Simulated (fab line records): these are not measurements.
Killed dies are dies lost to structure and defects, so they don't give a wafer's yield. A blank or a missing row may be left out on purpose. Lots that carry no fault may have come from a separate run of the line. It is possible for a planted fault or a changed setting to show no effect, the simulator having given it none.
Chamber matching || flow nandHarc || pecvd-02 running NHARC_A_M0_PRE_CLEAN_31: 3 sister chambers
The step time 12 s. 3 wafers are shown with their chamber, then 8 later ones without.

WAFERS, EACH WITH ITS CHAMBER
{"wafer": "L090.6", "chamber": 0, "heaterPowerW (W)": 686}
{"wafer": "L091.6", "chamber": 2, "heaterPowerW (W)": 476}
{"wafer": "L093.2", "chamber": 1, "heaterPowerW (W)": 581}

WAFERS WHOSE CHAMBER IS MISSING
{"wafer": "L093.3", "heaterPowerW (W)": 452}
{"wafer": "L093.5", "heaterPowerW (W)": 439}
{"wafer": "L092.1", "heaterPowerW (W)": 456}
{"wafer": "L092.5", "heaterPowerW (W)": 622}
{"wafer": "L092.6", "heaterPowerW (W)": 717}
{"wafer": "L097.2", "heaterPowerW (W)": 401}
{"wafer": "L097.4", "heaterPowerW (W)": 583}
{"wafer": "L097.5", "heaterPowerW (W)": 567}

EACH ONE'S CHAMBER
{"wafer": "L093.3", "from the rows above": 2, "in truth": 2}
{"wafer": "L093.5", "from the rows above": 2, "in truth": 2}
{"wafer": "L092.1", "from the rows above": 2, "in truth": 2}
{"wafer": "L092.5", "from the rows above": "can't be placed: 1 or 0", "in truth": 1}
{"wafer": "L092.6", "from the rows above": 0, "in truth": 0}
{"wafer": "L097.2", "from the rows above": 2, "in truth": 2}
{"wafer": "L097.4", "from the rows above": 1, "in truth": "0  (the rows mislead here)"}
{"wafer": "L097.5", "from the rows above": 1, "in truth": 1}
6 of 8 placed correctly. These rows do not allow placing 1 (true chamber among the candidates in 1). Wrongly placed: 1.
How it was worked out, from the rows above alone: a wafer's distance from a chamber is the root of the sum, over the readings, of the square of ((its reading less the chamber's mean) divided by the reading's scatter). If the next closest chamber is less than 2 further off than the closest, the wafer can't be placed; otherwise it belongs to the closest. The mean given for a chamber averages the wafers shown for that chamber. The scatter (one wafer shown for each chamber): square how far every hidden wafer sits from the nearest shown wafer, average those squares and take the square root.
